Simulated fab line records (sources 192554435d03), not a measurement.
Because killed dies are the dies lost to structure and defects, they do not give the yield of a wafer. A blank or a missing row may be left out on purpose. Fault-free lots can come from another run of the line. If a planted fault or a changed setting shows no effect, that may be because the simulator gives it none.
Matching of chambers || flow n5_finfet || N5_BEOL_M8_ETCH_61 on rie_diel-06: 4 sister chambers
The step etches SiARC in CF4, target depth 45.5 nm, time 75.8 s. 8 wafers are shown with their chamber, then 9 later ones without.

WAFERS PAIRED WITH THEIR CHAMBERS
{"wafer": "L076.1", "chamber": 2, "showerhead_plenum_p_Torr (Torr)": 2.29, "drypump_motor_current_A (A)": 6.26}
{"wafer": "L075.2", "chamber": 2, "showerhead_plenum_p_Torr (Torr)": 2.29, "drypump_motor_current_A (A)": 6.26}
{"wafer": "L078.6", "chamber": 1, "showerhead_plenum_p_Torr (Torr)": 2.12, "drypump_motor_current_A (A)": 5.40}
{"wafer": "L080.3", "chamber": 3, "showerhead_plenum_p_Torr (Torr)": 2.04, "drypump_motor_current_A (A)": 5.17}
{"wafer": "L080.6", "chamber": 3, "showerhead_plenum_p_Torr (Torr)": 2.04, "drypump_motor_current_A (A)": 5.22}
{"wafer": "L081.1", "chamber": 0, "showerhead_plenum_p_Torr (Torr)": 2.20, "drypump_motor_current_A (A)": 5.82}
{"wafer": "L081.3", "chamber": 1, "showerhead_plenum_p_Torr (Torr)": 2.12, "drypump_motor_current_A (A)": 5.46}
{"wafer": "L081.6", "chamber": 0, "showerhead_plenum_p_Torr (Torr)": 2.21, "drypump_motor_current_A (A)": 5.81}

WAFERS WITHOUT THEIR CHAMBER
{"wafer": "L085.1", "showerhead_plenum_p_Torr (Torr)": 2.11, "drypump_motor_current_A (A)": 5.42}
{"wafer": "L085.2", "showerhead_plenum_p_Torr (Torr)": 2.20, "drypump_motor_current_A (A)": 5.81}
{"wafer": "L085.3", "showerhead_plenum_p_Torr (Torr)": 2.04, "drypump_motor_current_A (A)": 5.19}
{"wafer": "L086.3", "showerhead_plenum_p_Torr (Torr)": 2.04, "drypump_motor_current_A (A)": 5.20}
{"wafer": "L086.5", "showerhead_plenum_p_Torr (Torr)": 2.11, "drypump_motor_current_A (A)": 5.40}
{"wafer": "L086.6", "showerhead_plenum_p_Torr (Torr)": 2.20, "drypump_motor_current_A (A)": 5.80}
{"wafer": "L091.2", "showerhead_plenum_p_Torr (Torr)": 2.03, "drypump_motor_current_A (A)": 5.24}
{"wafer": "L091.3", "showerhead_plenum_p_Torr (Torr)": 2.11, "drypump_motor_current_A (A)": 5.44}
{"wafer": "L091.6", "showerhead_plenum_p_Torr (Torr)": 2.11, "drypump_motor_current_A (A)": 5.46}

WHICH CHAMBER EACH ONE RAN IN
{"wafer": "L085.1", "from the rows above": 1, "in truth": 1}
{"wafer": "L085.2", "from the rows above": 0, "in truth": 0}
{"wafer": "L085.3", "from the rows above": 3, "in truth": 3}
{"wafer": "L086.3", "from the rows above": 3, "in truth": 3}
{"wafer": "L086.5", "from the rows above": 1, "in truth": 1}
{"wafer": "L086.6", "from the rows above": 0, "in truth": 0}
{"wafer": "L091.2", "from the rows above": 3, "in truth": 3}
{"wafer": "L091.3", "from the rows above": 1, "in truth": 1}
{"wafer": "L091.6", "from the rows above": 1, "in truth": 1}
Correctly placed: 9 of 9. Left unplaced by these rows: 0. Wrongly placed: 0.
How it was worked out, from the rows above alone: a wafer's distance from a chamber is the root of the sum, over the readings, of the square of ((its reading less the chamber's mean) divided by the reading's scatter). If the next closest chamber is less than 2 further off than the closest, the wafer can't be placed; otherwise it belongs to the closest. Each chamber's mean is taken over the wafers shown for it. The scatter is the square root of a quotient: the sum, over the shown wafers, of each reading's squared deviation from its chamber's mean, divided by wafers minus chambers.
